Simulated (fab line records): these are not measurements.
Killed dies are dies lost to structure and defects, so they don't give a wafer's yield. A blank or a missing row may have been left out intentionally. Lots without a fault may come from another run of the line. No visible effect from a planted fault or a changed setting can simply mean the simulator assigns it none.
Which tool did it? :: flow nand-harc :: 39 wafers from 13 lots sampled at 5 of the route's 1302 steps

## WHAT THE GAUGES READ, wafer by wafer
NHARC_A_BONDPAD_THK_MEAS_30: measures by ellipsometry.
lot: L735
measured: day 24 02:46
on: film-metro-01
thk-nm (nm): 200.8 199.8 202.8

lot: L734
measured: day 24 04:08
on: film-metro-01
thk-nm (nm): 200.7 200.6 200.5

lot: L736
measured: day 24 14:47
on: film-metro-02
thk-nm (nm): 199.6 202.1 199.9

lot: L737
measured: day 25 14:23
on: film-metro-02
thk-nm (nm): 201.5 198.2 199.0

lot: L740
measured: day 27 00:46
on: film-metro-01
thk-nm (nm): 199.2 202.4 199.8

lot: L744
measured: day 27 13:09
on: film-metro-01
thk-nm (nm): 199.7 199.6 201.1

lot: L743
measured: day 27 13:39
on: film-metro-02
thk-nm (nm): 200.3 200.7 202.2

lot: L742
measured: day 27 15:27
on: film-metro-02
thk-nm (nm): 198.9 203.0 198.8

lot: L741
measured: day 27 19:28
on: film-metro-02
thk-nm (nm): 198.4 200.3 199.3

lot: L751
measured: day 30 21:14
on: film-metro-02
thk-nm (nm): 199.4 199.6 200.4

lot: L750
measured: day 31 07:43
on: film-metro-02
thk-nm (nm): 199.6 199.6 201.0

lot: L752
measured: day 31 21:01
on: film-metro-02
thk-nm (nm): 199.2 199.8 200.6

lot: L755
measured: day 32 20:56
on: film-metro-02
thk-nm (nm): 199.6 201.9 201.7

NHARC_A_BONDPAD_CD_MEAS_13.
lot: L735
measured: day 24 03:54
on: cd-sem-03
cd-nm (nm): 493.5 498.3 497.1

lot: L734
measured: day 24 05:14
on: cd-sem-03
cd-nm (nm): 501.4 501.9 498.8

lot: L736
measured: day 24 15:53
on: cd-sem-01
cd-nm (nm): 498.5 497.4 498.2

lot: L737
measured: day 25 15:22
on: cd-sem-01
cd-nm (nm): 498.1 500.4 497.9

lot: L740
measured: day 27 01:44
on: cd-sem-03
cd-nm (nm): 497.1 499.0 497.2

lot: L744
measured: day 27 14:14
on: cd-sem-03
cd-nm (nm): 499.5 498.0 497.5

lot: L743
measured: day 27 14:44
on: cd-sem-03
cd-nm (nm): 500.5 497.2 499.2

lot: L742
measured: day 27 16:26
on: cd-sem-03
cd-nm (nm): 499.5 499.8 503.6

lot: L741
measured: day 27 20:26
on: cd-sem-02
cd-nm (nm): 499.1 499.0 499.2

lot: L751
measured: day 30 22:22
on: cd-sem-02
cd-nm (nm): 501.3 495.4 499.5

lot: L750
measured: day 31 08:53
on: cd-sem-03
cd-nm (nm): 496.0 498.6 497.4

lot: L752
measured: day 31 21:59
on: cd-sem-03
cd-nm (nm): 499.9 497.7 499.7

lot: L755
measured: day 32 22:02
on: cd-sem-01
cd-nm (nm): 499.2 504.3 499.9

NHARC_END_SORT_01.
lot: L744
measured: day 28 23:22
on: prober-02
defect-limited-yield (%): 91.0 90.1 91.3
killed-at-array: 56 63 55
killed-at-other: 1 2 0
killed-at-periphery: 4 2 4
killed-dies: 61 67 59
killed-open: 5 5 2
killed-short: 4 2 3

lot: L751
measured: day 32 05:26
on: prober-02
defect-limited-yield (%): 0 0 0
killed-at-array: 676 668 671
killed-at-other: 0 3 3
killed-at-periphery: 1 6 3
killed-dies: 677 677 677
killed-open: 2 6 2
killed-short: 1 7 0

lot: L750
measured: day 33 01:08
on: prober-01
defect-limited-yield (%): 0 0 0
killed-at-array: 670 674 668
killed-at-other: 1 1 4
killed-at-periphery: 6 2 5
killed-dies: 677 677 677
killed-open: 1 4 5
killed-short: 5 2 5

lot: L752
measured: day 33 08:45
on: prober-02
defect-limited-yield (%): 0 0 0
killed-at-array: 673 672 663
killed-at-other: 1 1 6
killed-at-periphery: 3 4 8
killed-dies: 677 677 677
killed-open: 2 2 5
killed-short: 1 4 4

## WHAT TOOL EACH LOT RAN ON (gives the tool, then ch and the chambers of the sampled wafers, and finally the start)
lot: L735
NHARC_A_M1_DEP_33: pecvd-01 ch 0,1,2, day 24 01:38
NHARC_A_BONDPAD_ETCH_34: rie-diel-12 ch 1,3, day 24 03:38

lot: L734
NHARC_A_M1_DEP_33: pecvd-04 ch 1,2, day 24 02:58
NHARC_A_BONDPAD_ETCH_34: rie-diel-02 ch 0,1,3, day 24 05:01

lot: L736
NHARC_A_M1_DEP_33: pecvd-03 ch 0,2, day 24 13:19
NHARC_A_BONDPAD_ETCH_34: rie-diel-08 ch 0,3, day 24 15:39

lot: L737
NHARC_A_M1_DEP_33: pecvd-01 ch 0,1,2, day 25 13:11
NHARC_A_BONDPAD_ETCH_34: rie-diel-12 ch 0,2,3, day 25 15:08

lot: L740
NHARC_A_M1_DEP_33: pecvd-03 ch 0,1,2, day 26 23:34
NHARC_A_BONDPAD_ETCH_34: rie-diel-08 ch 0,1, day 27 01:31

lot: L744
NHARC_A_M1_DEP_33: pecvd-03 ch 0,2, day 27 11:56
NHARC_A_BONDPAD_ETCH_34: rie-diel-08 ch 0,1,2, day 27 14:01

lot: L743
NHARC_A_M1_DEP_33: pecvd-01 ch 0,1,2, day 27 12:26
NHARC_A_BONDPAD_ETCH_34: rie-diel-08 ch 0,1,2, day 27 14:31

lot: L742
NHARC_A_M1_DEP_33: pecvd-01 ch 0,2, day 27 14:14
NHARC_A_BONDPAD_ETCH_34: rie-diel-08 ch 1,3, day 27 16:11

lot: L741
NHARC_A_M1_DEP_33: pecvd-01 ch 0,1,2, day 27 18:17
NHARC_A_BONDPAD_ETCH_34: rie-diel-08 ch 0,1, day 27 20:12

lot: L751
NHARC_A_M1_DEP_33: pecvd-03 ch 0,2, day 30 20:04
NHARC_A_BONDPAD_ETCH_34: rie-diel-08 ch 0,1,3, day 30 22:08

lot: L750
NHARC_A_M1_DEP_33: pecvd-03 ch 0,1,2, day 31 06:38
NHARC_A_BONDPAD_ETCH_34: rie-diel-12 ch 0,3, day 31 08:39

lot: L752
NHARC_A_M1_DEP_33: pecvd-01 ch 0,2, day 31 19:46
NHARC_A_BONDPAD_ETCH_34: rie-diel-08 ch 0,2,3, day 31 21:46

lot: L755
NHARC_A_M1_DEP_33: pecvd-04 ch 1, day 32 19:36
NHARC_A_BONDPAD_ETCH_34: rie-diel-08 ch 0,1,2, day 32 21:49
- NHARC_A_M1_DEP_33: deposits SiCN, target thk 30 nm.
- NHARC_A_BONDPAD_ETCH_34: etches the open film in N2/H2, target depth 60 nm, overetch 18 nm, time 65.91 s.

## AS READ BY THE TOOLS THEMSELVES (means over the sampled wafers that have a number; for cases with no such wafer, the mark the record gives instead)
NHARC_A_M1_DEP_33.
lot: L735
tool: pecvd-01
heater-power-outer-w (W): 320
heater-power-w (W): 572

lot: L734
tool: pecvd-04
heater-power-outer-w (W): 401
heater-power-w (W): 686

lot: L736
tool: pecvd-03
heater-power-outer-w (W): 270
heater-power-w (W): 513

lot: L737
tool: pecvd-01
heater-power-outer-w (W): 334
heater-power-w (W): 581

lot: L740
tool: pecvd-03
heater-power-outer-w (W): 292
heater-power-w (W): 547

lot: L744
tool: pecvd-03
heater-power-outer-w (W): 273
heater-power-w (W): 518

lot: L743
tool: pecvd-01
heater-power-outer-w (W): 342
heater-power-w (W): 588

lot: L742
tool: pecvd-01
heater-power-outer-w (W): 327
heater-power-w (W): 577

lot: L741
tool: pecvd-01
heater-power-outer-w (W): 326
heater-power-w (W): 564

lot: L751
tool: pecvd-03
heater-power-outer-w (W): 252
heater-power-w (W): 491

lot: L750
tool: pecvd-03
heater-power-outer-w (W): 312
heater-power-w (W): 553

lot: L752
tool: pecvd-01
heater-power-outer-w (W): 337
heater-power-w (W): 568

lot: L755
tool: pecvd-04
heater-power-outer-w (W): 351
heater-power-w (W): 650

NHARC_A_BONDPAD_ETCH_34.
lot: L735
tool: rie-diel-12
bias-w (W): 150.3
chamber-pressure-mTorr (mTorr): 30.022
drypump-motor-current-A (A): 5.51
oes-product-au (a.u.): 1.002
rf-vpp-V (V): 432
showerhead-plenum-p-Torr (Torr): 2.08
throttle-valve-pct (%): 14.167

lot: L734
tool: rie-diel-02
bias-w (W): 150.6
chamber-pressure-mTorr (mTorr): 30.008
drypump-motor-current-A (A): 5.71
oes-product-au (a.u.): 1.001
rf-vpp-V (V): 429
showerhead-plenum-p-Torr (Torr): 2.02
throttle-valve-pct (%): 14.167

lot: L736
tool: rie-diel-08
bias-w (W): 149.8
chamber-pressure-mTorr (mTorr): 30.006
drypump-motor-current-A (A): 5.70
oes-product-au (a.u.): 1.003
rf-vpp-V (V): 432
showerhead-plenum-p-Torr (Torr): 2.11
throttle-valve-pct (%): 14.184

lot: L737
tool: rie-diel-12
bias-w (W): 149.8
chamber-pressure-mTorr (mTorr): 29.999
drypump-motor-current-A (A): 5.72
oes-product-au (a.u.): 0.989
rf-vpp-V (V): 430
showerhead-plenum-p-Torr (Torr): 1.99
throttle-valve-pct (%): 14.169

lot: L740
tool: rie-diel-08
bias-w (W): 150.1
chamber-pressure-mTorr (mTorr): 30.000
drypump-motor-current-A (A): 5.95
oes-product-au (a.u.): 0.998
rf-vpp-V (V): 435
showerhead-plenum-p-Torr (Torr): 2.18
throttle-valve-pct (%): 14.165

lot: L744
tool: rie-diel-08
bias-w (W): 149.8
chamber-pressure-mTorr (mTorr): 29.971
drypump-motor-current-A (A): 5.77
oes-product-au (a.u.): 0.999
rf-vpp-V (V): 431
showerhead-plenum-p-Torr (Torr): 2.08
throttle-valve-pct (%): 14.168

lot: L743
tool: rie-diel-08
bias-w (W): 149.7
chamber-pressure-mTorr (mTorr): 30.004
drypump-motor-current-A (A): 5.78
oes-product-au (a.u.): 1.003
rf-vpp-V (V): 432
showerhead-plenum-p-Torr (Torr): 2.08
throttle-valve-pct (%): 14.176

lot: L742
tool: rie-diel-08
bias-w (W): 150.4
chamber-pressure-mTorr (mTorr): 29.967
drypump-motor-current-A (A): 5.81
oes-product-au (a.u.): 0.997
rf-vpp-V (V): 433
showerhead-plenum-p-Torr (Torr): 2.14
throttle-valve-pct (%): 14.169

lot: L741
tool: rie-diel-08
bias-w (W): 149.8
chamber-pressure-mTorr (mTorr): 30.000
drypump-motor-current-A (A): 5.93
oes-product-au (a.u.): 0.997
rf-vpp-V (V): 434
showerhead-plenum-p-Torr (Torr): 2.17
throttle-valve-pct (%): 14.167

lot: L751
tool: rie-diel-08
bias-w (W): -
chamber-pressure-mTorr (mTorr): -
drypump-motor-current-A (A): -
oes-product-au (a.u.): -
rf-vpp-V (V): -
showerhead-plenum-p-Torr (Torr): -
throttle-valve-pct (%): -

lot: L750
tool: rie-diel-12
bias-w (W): -
chamber-pressure-mTorr (mTorr): -
drypump-motor-current-A (A): -
oes-product-au (a.u.): -
rf-vpp-V (V): -
showerhead-plenum-p-Torr (Torr): -
throttle-valve-pct (%): -

lot: L752
tool: rie-diel-08
bias-w (W): -
chamber-pressure-mTorr (mTorr): -
drypump-motor-current-A (A): -
oes-product-au (a.u.): -
rf-vpp-V (V): -
showerhead-plenum-p-Torr (Torr): -
throttle-valve-pct (%): -

lot: L755
tool: rie-diel-08
bias-w (W): 150.3
chamber-pressure-mTorr (mTorr): 29.995
drypump-motor-current-A (A): 5.78
oes-product-au (a.u.): 0.990
rf-vpp-V (V): 432
showerhead-plenum-p-Torr (Torr): 2.08
throttle-valve-pct (%): 14.175

## THE ANSWER, worked out from the rows above alone
Rule: the lots themselves supply what counts as usual. The widest of any qualifying gaps counts: lots, ordered by their means at a reading, are off when they make up no more than a third of the lots, leave a main group of 4 or more, and stand apart from it by 3 or more times the standard deviation of that group's means. The tables above print the reading to a certain number of digits; a main group whose means all agree to those digits is not used. A lot without any number at a reading at which 4 lots or more have one is off too. Where the step has rows for the other lots, those lots are counted as sound. Order of review: gauges by route order, followed by the tools' own readings, for which a lot's mean as printed above is used. The first step at which some lot is off is used, and at that step the reading that is off furthest; a lot without a number counts as furthest.
Off: L751, L750, L752, at NHARC_A_BONDPAD_ETCH_34 (bias-w). Without a number there: L751, L750, L752. Mean 150.1 W and standard deviation 0.3 in the main group.
If a tool, at that step or one of the process steps before it, ran each lot that is off and ran no sound lot following the first of them, it fits. Of those tried, none fits.

## WHAT THE SIMULATOR PUT IN
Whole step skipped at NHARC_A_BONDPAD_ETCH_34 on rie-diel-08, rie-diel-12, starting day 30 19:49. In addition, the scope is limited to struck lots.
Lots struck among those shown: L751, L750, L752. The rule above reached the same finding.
